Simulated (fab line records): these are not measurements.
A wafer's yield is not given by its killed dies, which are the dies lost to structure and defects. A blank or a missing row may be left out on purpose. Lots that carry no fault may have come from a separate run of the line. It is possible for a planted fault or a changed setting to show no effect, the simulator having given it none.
Chamber matching	flow n5_finfet	rie_diel-06 running N5_SD_EPI_P_DESCUM_14: 4 sister chambers
The step chemistry O2, time 7.9 s. 15 wafers are shown with their chamber, then 7 later ones without.

WAFERS WITH THEIR CHAMBER
wafer	chamber	showerhead_plenum_p_Torr (Torr)	throttle_valve_pct (%)	drypump_motor_current_A (A)
L664.2	3	2.18	20.34	5.6
L664.5	1	2.05	20.04	6.2
L664.6	2	2.23	20.35	6.0
L666.1	0	2.02	20.68	5.6
L666.3	2	2.23	20.36	6.0
L666.5	2	2.23	20.36	6.0
L667.3	3	2.18	20.33	5.6
L667.4	2	2.23	20.37	6.1
L667.6	1	2.04	20.05	6.2
L668.1	0	2.02	20.69	5.6
L668.3	1	2.04	20.04	6.2
L668.5	2	2.23	20.37	6.0
L670.3	1	2.04	20.04	6.2
L670.4	0	2.02	20.71	5.6
L671.1	1	2.04	20.05	6.2

SIGNATURES, as means of the wafers listed above
reading	chamber 0	chamber 1	chamber 2	chamber 3	scatter within a chamber
showerhead_plenum_p_Torr	2.0200	2.0420	2.2300	2.1800	0.0027
throttle_valve_pct	20.6933	20.0440	20.3620	20.3350	0.00913
drypump_motor_current_A	5.600	6.200	6.020	5.600	0.027
Rule: a wafer lies at a distance from a chamber equal to the root of the sum of squares, over the readings, of (its reading less the chamber's mean, divided by the reading's scatter). If the next closest chamber is less than 2 further off than the closest, the wafer can't be placed; otherwise it belongs to the closest. The scatter is the square root of a quotient: the sum, over the shown wafers, of each reading's squared deviation from its chamber's mean, divided by wafers minus chambers.

WAFERS MISSING THEIR CHAMBER
wafer	showerhead_plenum_p_Torr (Torr)	throttle_valve_pct (%)	drypump_motor_current_A (A)
L671.5	2.18	20.37	5.6
L671.6	2.23	20.37	6.0
L673.1	2.01	20.72	5.6
L673.5	2.23	20.38	6.0
L674.2	2.01	20.71	5.6
L674.3	2.18	20.36	5.6
L674.6	2.04	20.06	6.2

THE CHAMBER EACH PASSED THROUGH
wafer	from the rows above	in truth
L671.5	3	3
L671.6	2	2
L673.1	0	0
L673.5	2	2
L674.2	0	0
L674.3	3	3
L674.6	1	1
7 of 7 placed correctly. Left unplaced by these rows: 0. Number placed wrongly: 0.
